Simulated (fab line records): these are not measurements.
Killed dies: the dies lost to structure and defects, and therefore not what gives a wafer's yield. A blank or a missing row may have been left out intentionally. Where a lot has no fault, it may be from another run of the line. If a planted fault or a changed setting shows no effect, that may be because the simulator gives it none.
Which tool was responsible? | flow nand-harc | Sampling: 14 lots, 42 wafers, 6 of 1159 route steps

## WHAT EACH GAUGE READ, for each wafer
NHARC_P_M2_THK_MEAS_24: measures by xrf. Usual: thk-nm 144.1 nm, standard deviation 1.4.
lot  | measured     | on            | thk-nm (nm)       | flag
L248 | day 6 03:37  | film-metro-02 | 144.0 144.7 144.5 |
L250 | day 7 01:30  | film-metro-02 | 146.2 144.4 143.6 |
L253 | day 7 15:08  | film-metro-01 | 144.5 143.2 143.2 |
L251 | day 7 16:46  | film-metro-02 | 145.9 141.9 142.4 |
L252 | day 7 17:37  | film-metro-02 | 140.6 144.1 146.0 |
L255 | day 8 05:22  | film-metro-02 | 145.4 145.2 146.0 |
L254 | day 8 06:49  | film-metro-02 | 144.7 142.9 144.6 |
L257 | day 8 16:50  | film-metro-02 | 146.1 145.3 144.8 |
L258 | day 10 15:42 | film-metro-01 | 143.4 142.7 143.7 |
L261 | day 10 19:30 | film-metro-02 | 143.0 140.6 144.5 |
L262 | day 10 20:28 | film-metro-02 | 145.1 144.0 143.6 |
L265 | day 10 20:47 | film-metro-01 | 142.5 144.1 143.9 |
L263 | day 11 03:20 | film-metro-02 | 147.9 148.0 145.8 |
L266 | day 11 04:10 | film-metro-01 | 144.1 143.8 150.4 |

NHARC_P_M2_INSPECT_27. Usual: raw-defect-count 344, standard deviation 150.
lot  | measured     | on                | raw-defect-count | flag
L248 | day 6 03:47  | defect-inspect-02 | 288 289 223      |
L250 | day 7 01:40  | defect-inspect-02 | 501 517 326      |
L253 | day 7 15:17  | defect-inspect-02 | 202 309 188      |
L251 | day 7 16:55  | defect-inspect-02 | 477 442 247      |
L252 | day 7 17:47  | defect-inspect-02 | 301 301 271      |
L255 | day 8 05:32  | defect-inspect-02 | 273 443 305      |
L254 | day 8 06:59  | defect-inspect-02 | 243 92 130       |
L257 | day 8 16:59  | defect-inspect-02 | 200 215 216      |
L258 | day 10 15:52 | defect-inspect-01 | 623 577 356      |
L261 | day 10 19:40 | defect-inspect-02 | 481 520 919      |
L262 | day 10 20:38 | defect-inspect-02 | 166 153 149      |
L265 | day 10 21:00 | defect-inspect-02 | 370 536 370      |
L263 | day 11 03:29 | defect-inspect-02 | 280 4624 339     | OFF
L266 | day 11 04:19 | defect-inspect-02 | 328 330 4689     | OFF

NHARC_P_BONDPAD_THK_MEAS_33: measures by ellipsometry. Usual: thk-nm 200.0 nm, standard deviation 1.7.
lot  | measured     | on            | thk-nm (nm)       | flag
L248 | day 6 05:11  | film-metro-02 | 196.8 200.1 200.6 |
L250 | day 7 02:52  | film-metro-02 | 201.2 200.6 200.4 |
L253 | day 7 16:39  | film-metro-01 | 199.3 199.6 200.9 |
L251 | day 7 18:09  | film-metro-02 | 198.5 201.7 196.6 |
L252 | day 7 19:02  | film-metro-02 | 200.7 198.8 199.6 |
L255 | day 8 06:45  | film-metro-02 | 199.8 198.5 196.9 |
L254 | day 8 08:12  | film-metro-02 | 197.9 202.1 201.0 |
L257 | day 8 18:13  | film-metro-02 | 201.8 203.0 198.8 |
L258 | day 10 17:14 | film-metro-01 | 202.5 203.3 203.9 |
L261 | day 10 20:52 | film-metro-01 | 201.9 202.3 202.1 |
L262 | day 10 21:53 | film-metro-02 | 198.4 199.6 198.1 |
L265 | day 10 22:24 | film-metro-01 | 200.8 200.9 201.7 |
L263 | day 11 04:45 | film-metro-01 | 200.4 197.6       |
L266 | day 11 05:31 | film-metro-01 | 199.7 201.2       |

## EACH LOT AND THE TOOL THAT RAN IT (in order: tool; ch and the chambers of the sampled wafers; start)
lot  | NHARC_P_M2_ETCH_28                            | NHARC_P_M2_CMP_23             | NHARC_P_M2_PRE_CLEAN_32
L248 | rie-diel-11 ch 0,3, day 6 03:20 or earlier    | cmp-04 ch 2,3, day 6 03:20    | pecvd-02 ch 0,2, day 6 03:53
L250 | rie-diel-09 ch 0,1,2, day 7 01:11 or earlier  | cmp-03 ch 0,2,3, day 7 01:11  | pecvd-03 ch 1,2, day 7 01:44
L253 | rie-diel-09 ch 0,1,2, day 7 14:53 or earlier  | cmp-02 ch 1,2,3, day 7 14:53  | pecvd-03 ch 0,1, day 7 15:32
L251 | rie-diel-09 ch 0,1,2, day 7 16:27 or earlier  | cmp-03 ch 0,1, day 7 16:27    | pecvd-03 ch 0,1,2, day 7 16:59
L252 | rie-diel-13 ch 1,2,3, day 7 17:23 or earlier  | cmp-03 ch 1,2,3, day 7 17:23  | pecvd-04 ch 0,1,2, day 7 17:52
L255 | rie-diel-13 ch 1,2,3, day 8 05:05 or earlier  | cmp-04 ch 0,2,3, day 8 05:05  | pecvd-04 ch 0,2, day 8 05:35
L254 | rie-diel-09 ch 0,1, day 8 06:31 or earlier    | cmp-03 ch 2,3, day 8 06:31    | pecvd-02 ch 0,1,2, day 8 07:04
L257 | rie-diel-09 ch 0,3, day 8 16:31 or earlier    | cmp-04 ch 2,3, day 8 16:31    | pecvd-04 ch 1,2, day 8 17:05
L258 | rie-diel-09 ch 1,2, day 10 15:23 or earlier   | cmp-03 ch 1,3, day 10 15:23   | pecvd-04 ch 0,1, day 10 16:04
L261 | rie-diel-09 ch 0,1,3, day 10 19:11 or earlier | cmp-04 ch 0,1,3, day 10 19:11 | pecvd-02 ch 0,1, day 10 19:44
L262 | rie-diel-13 ch 1,2,3, day 10 20:13 or earlier | cmp-03 ch 0,1,3, day 10 20:13 | pecvd-04 ch 0,1,2, day 10 20:46
L265 | rie-diel-09 ch 1,2,3, day 10 20:28 or earlier | cmp-04 ch 0,1,3, day 10 20:28 | pecvd-03 ch 0,1, day 10 21:05
L263 | rie-diel-09 ch 1,2,3, day 11 03:02 or earlier | cmp-03 ch 0,2,3, day 11 03:02 | pecvd-04 ch 1,2, day 11 03:34
L266 | rie-diel-13 ch 1,2,3, day 11 03:52 or earlier | cmp-03 ch 0,1, day 11 03:52   | pecvd-04 ch 0,2, day 11 04:25
- NHARC_P_M2_ETCH_28: etches the open film in CF4/N2, target depth 30 nm, time 72.99 s.
- NHARC_P_M2_CMP_23: polishes, t overpolish 20 s, target thk 144.3 nm.
- NHARC_P_M2_PRE_CLEAN_32: time 12 s.

## AS READ BY THE TOOLS THEMSELVES (means over the sampled wafers that have a number; for cases with no such wafer, the mark the record gives instead)
NHARC_P_M2_ETCH_28. Usual: bias-w is 100.03 W with standard deviation 0.29, drypump-motor-current-A is 5.6 A with standard deviation 0.51, mfc-ar-sccm is 150.0 sccm with standard deviation 0.47, oes-product-au is 1.002 a.u. with standard deviation 0.009, rf-vpp-V is 315.1 V with standard deviation 2.1, showerhead-plenum-p-Torr is 2.68 Torr with standard deviation 0.11, and throttle-valve-pct is 19.794 % with standard deviation 0.0091.
lot  | tool        | bias-w (W) | drypump-motor-current-A (A) | mfc-ar-sccm (sccm) | oes-product-au (a.u.) | rf-vpp-V (V) | showerhead-plenum-p-Torr (Torr) | throttle-valve-pct (%) | flag
L248 | rie-diel-11 | 100.08     | 5.2                         | 150.1              | 1.003                 | 311.9        | 2.51                            | 19.789                 |
L250 | rie-diel-09 | 100.35     | 5.8                         | 149.7              | 1.001                 | 315.5        | 2.73                            | 19.792                 |
L253 | rie-diel-09 | 100.40     | 5.8                         | 149.7              | 1.000                 | 316.0        | 2.73                            | 19.803                 |
L251 | rie-diel-09 | 100.00     | 5.9                         | 150.3              | 0.986                 | 316.6        | 2.73                            | 19.786                 |
L252 | rie-diel-13 | 99.90      | 5.9                         | 149.9              | 1.001                 | 314.7        | 2.62                            | 19.794                 |
L255 | rie-diel-13 | 100.13     | 5.9                         | 149.6              | 1.020                 | 312.5        | 2.62                            | 19.798                 |
L254 | rie-diel-09 | 100.00     | 5.8                         | 150.1              | 1.004                 | 315.6        | 2.75                            | 19.801                 |
L257 | rie-diel-09 | 100.05     | 5.6                         | 150.5              | 1.005                 | 315.2        | 2.71                            | 19.787                 |
L258 | rie-diel-09 | 99.86      | 5.8                         | 149.5              | 1.005                 | 317.3        | 2.75                            | 19.798                 |
L261 | rie-diel-09 | 100.12     | 5.5                         | 149.9              | 0.995                 | 317.0        | 2.75                            | 19.790                 |
L262 | rie-diel-13 | 100.03     | 6.0                         | 150.0              | 1.008                 | 314.4        | 2.62                            | 19.795                 |
L265 | rie-diel-09 | 100.15     | 5.4                         | 149.7              | 1.002                 | 316.6        | 2.77                            | 19.798                 |
L263 | rie-diel-09 | 99.98      | 5.4                         | 149.9              | 0.998                 | 316.5        | 2.77                            | 19.796                 |
L266 | rie-diel-13 | 99.88      | 5.9                         | 149.9              | 1.005                 | 313.9        | 2.61                            | 19.792                 |

NHARC_P_M2_CMP_23. Usual: motor-current-A 11.7 A, standard deviation 1.3; pad-life-wafers 268, standard deviation 170; retaining-ring-pressure-frac 0.999, standard deviation 0.005; time-to-endpoint-s 28.4 s, standard deviation 2.6.
lot  | tool   | motor-current-A (A) | pad-life-wafers | retaining-ring-pressure-frac | time-to-endpoint-s (s) | flag
L248 | cmp-04 | 13.0                | 80              | 0.997                        | 26.8                   |
L250 | cmp-03 | 11.0                | 452             | 1.000                        | 28.1                   |
L253 | cmp-02 | 11.9                | 74              | 1.002                        | 27.0                   |
L251 | cmp-03 | 10.3                | 548             | 0.999                        | 25.6                   |
L252 | cmp-03 | 11.3                | 555             | 0.999                        | 24.3                   |
L255 | cmp-04 | 12.9                | 410             | 0.996                        | 30.9                   |
L254 | cmp-03 | 11.3                | 38              | 0.999                        | 27.6                   |
L257 | cmp-04 | 13.2                | 512             | 0.999                        | 30.1                   |
L258 | cmp-03 | 11.0                | 265             | 0.996                        | 29.4                   |
L261 | cmp-04 | 12.5                | 128             | 0.999                        | 28.8                   |
L262 | cmp-03 | 10.6                | 296             | 0.996                        | 27.4                   |
L265 | cmp-04 | 12.6                | 145             | 0.997                        | 28.3                   |
L263 | cmp-03 | 10.8                | 380             | 0.999                        | 33.2                   |
L266 | cmp-03 | 10.2                | 386             | 0.994                        | 31.6                   |

NHARC_P_M2_PRE_CLEAN_32. Usual: heater-power-outer-w 354 W, standard deviation 65; heater-power-w 626 W, standard deviation 98; susceptor-temp-C 370.00 C, standard deviation 0.22.
lot  | tool     | heater-power-outer-w (W) | heater-power-w (W) | susceptor-temp-C (C) | flag
L248 | pecvd-02 | 324                      | 608                | 369.88               |
L250 | pecvd-03 | 411                      | 729                | 370.09               |
L253 | pecvd-03 | 363                      | 661                | 369.86               |
L251 | pecvd-03 | 396                      | 692                | 370.03               |
L252 | pecvd-04 | 347                      | 586                | 370.01               |
L255 | pecvd-04 | 356                      | 634                | 370.17               |
L254 | pecvd-02 | 320                      | 574                | 370.13               |
L257 | pecvd-04 | 349                      | 619                | 369.84               |
L258 | pecvd-04 | 304                      | 513                | 369.92               |
L261 | pecvd-02 | 283                      | 511                | 370.00               |
L262 | pecvd-04 | 336                      | 572                | 370.06               |
L265 | pecvd-03 | 366                      | 658                | 369.81               |
L263 | pecvd-04 | 339                      | 603                | 369.98               |
L266 | pecvd-04 | 329                      | 544                | 369.88               |

## THE ANSWER, worked out from the rows above alone
Rule: a lot counts as off when the mean over its wafers that have a number is more than 3 standard deviations away from the usual mean. A lot without any number at a reading at which 4 lots or more have one is off too. Any other lot the step has rows for is counted as sound. The gauges are gone through in route order, then the tools' own readings, and for those a lot's mean is taken as printed above. The first step at which some lot is off is used, and at that step the reading that is off furthest; a lot without a number counts as furthest.
Off: L263, L266 (NHARC_P_M2_INSPECT_27, raw-defect-count).
If a tool, at a process step before that reading, ran all the lots that are off and no sound lot after the first of them, it fits. The gauges at NHARC_P_M2_INSPECT_27 are tried like those tools. Because NHARC_P_M2_ETCH_28 lacks a start for some lots, the hours and order of its lots are taken from NHARC_P_M2_CMP_23. This does not decide it: 2 tools fit, namely cmp-03 at NHARC_P_M2_CMP_23 and defect-inspect-02 at NHARC_P_M2_INSPECT_27.

## WHAT WAS PUT IN BY THE SIMULATOR
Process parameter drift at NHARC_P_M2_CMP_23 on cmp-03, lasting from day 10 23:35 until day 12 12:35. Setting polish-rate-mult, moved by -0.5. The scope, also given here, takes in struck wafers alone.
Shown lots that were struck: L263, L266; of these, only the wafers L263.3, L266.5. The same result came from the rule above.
